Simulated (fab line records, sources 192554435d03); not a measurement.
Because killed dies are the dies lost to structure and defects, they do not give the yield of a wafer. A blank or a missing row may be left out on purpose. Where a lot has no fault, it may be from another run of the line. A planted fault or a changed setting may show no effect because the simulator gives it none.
Which of the tools did it?	flow n5_finfet	7 lots with 20 wafers sampled at 5 steps, on a route of 1938 steps

WHAT EACH GAUGE READ, for each wafer
N5_SD_EPI_N_EPI_MEAS_23.
lot	measured	on	thk_nm (nm)
L352	day 3 19:06	film_metro-01	57.3 58.1 58.9
L355	day 4 10:40	film_metro-02	59.2 58.1 59.3
L360	day 5 16:46	film_metro-02	1.7 59.2
L365	day 6 23:08	film_metro-01	60.0 59.5 58.1
L369	day 8 01:23	film_metro-01	58.8 58.0 59.7
L371	day 8 13:56	film_metro-02	61.3 58.0 59.6
L373	day 9 02:40	film_metro-02	58.5 57.7 62.7

TOOL THAT RAN EACH LOT (tool first, then ch and the chambers of the sampled wafers, then the start)
lot	N5_SPACER0_ALD_08	N5_SD_EPI_N_ETCH_34	N5_SD_EPI_N_ETCHBACK_44	N5_SD_EPI_N_ETCH_45
L352	ald_sin-01 ch 0,1,3, day 3 14:19	rie_diel-03 ch 0,1,2, day 3 15:00	rie_diel-03 ch 0,1,2, day 3 15:23	rie_diel-03 ch 0,1,2, day 3 15:29
L355	ald_sin-02 ch 1,2, day 4 05:51	rie_diel-05 ch 1,2,3, day 4 06:32	rie_diel-05 ch 1,2,3, day 4 06:55	rie_diel-05 ch 1,2,3, day 4 07:01
L360	ald_sin-02 ch 0,1, day 5 11:59	rie_diel-03 ch 0,3, day 5 12:40	rie_diel-03 ch 0,3, day 5 13:03	rie_diel-03 ch 0,3, day 5 13:09
L365	ald_sin-04 ch 0,2,3, day 6 19:04	rie_diel-04 ch 1,2,3, day 6 19:45	rie_diel-04 ch 1,2,3, day 6 20:08	rie_diel-04 ch 1,2,3, day 6 20:14
L369	ald_sin-02 ch 1,2,3, day 7 20:35	rie_diel-04 ch 2,3, day 7 21:16	rie_diel-04 ch 2,3, day 7 21:39	rie_diel-04 ch 2,3, day 7 21:45
L371	ald_sin-02 ch 0,1, day 8 07:44	rie_diel-04 ch 1,2,3, day 8 08:51	rie_diel-04 ch 1,2,3, day 8 09:14	rie_diel-04 ch 1,2,3, day 8 09:20
L373	ald_sin-04 ch 0,2,3, day 8 22:26	rie_diel-04 ch 1,2,3, day 8 23:18	rie_diel-04 ch 1,2,3, day 8 23:41	rie_diel-04 ch 1,2,3, day 8 23:47
- N5_SPACER0_ALD_08: deposits SiNx, target thk 2 nm.
- N5_SD_EPI_N_ETCH_34: etches SiARC in CF4, target depth 45.5 nm, time 75.8 s.
- N5_SD_EPI_N_ETCHBACK_44: etches SiNx in CH3F/O2, stops on SiO2, target depth 14.5 nm.
- N5_SD_EPI_N_ETCH_45: etches SiOCN in CH3F/O2, target depth 6 nm.

THE ANSWER, worked out from the rows above alone
Rule: what is usual is taken from the lots themselves. Put in order of their means at a reading, lots are off if they are a third of the lots or fewer, leave a main group of 4 or more, and stand apart from it by a gap of 3 or more times the standard deviation of the main group's means; of several such gaps the widest counts. A main group whose means are all the same, to the digits that the tables above print for the reading, isn't used. A lot without any number at a reading at which 4 lots or more have one is off too. Any other lot the step has rows for is counted as sound.
Off at N5_SD_EPI_N_EPI_MEAS_23 (thk_nm): L360. Mean 59.0 nm and standard deviation 0.53 in the main group.
If a tool, at a process step before that reading, ran all the lots that are off and no sound lot after the first of them, it fits. Those tools and the gauges at N5_SD_EPI_N_EPI_MEAS_23 are tried in the same way. One candidate fits, namely rie_diel-03 at N5_SD_EPI_N_ETCH_34 and N5_SD_EPI_N_ETCHBACK_44 and N5_SD_EPI_N_ETCH_45. At N5_SD_EPI_N_ETCH_34 its last sound lot is L352 (day 3 15:00), its first lot that is off L360 (day 5 12:40): a fault that began between those two fits.

WHAT THE SIMULATOR PUT IN
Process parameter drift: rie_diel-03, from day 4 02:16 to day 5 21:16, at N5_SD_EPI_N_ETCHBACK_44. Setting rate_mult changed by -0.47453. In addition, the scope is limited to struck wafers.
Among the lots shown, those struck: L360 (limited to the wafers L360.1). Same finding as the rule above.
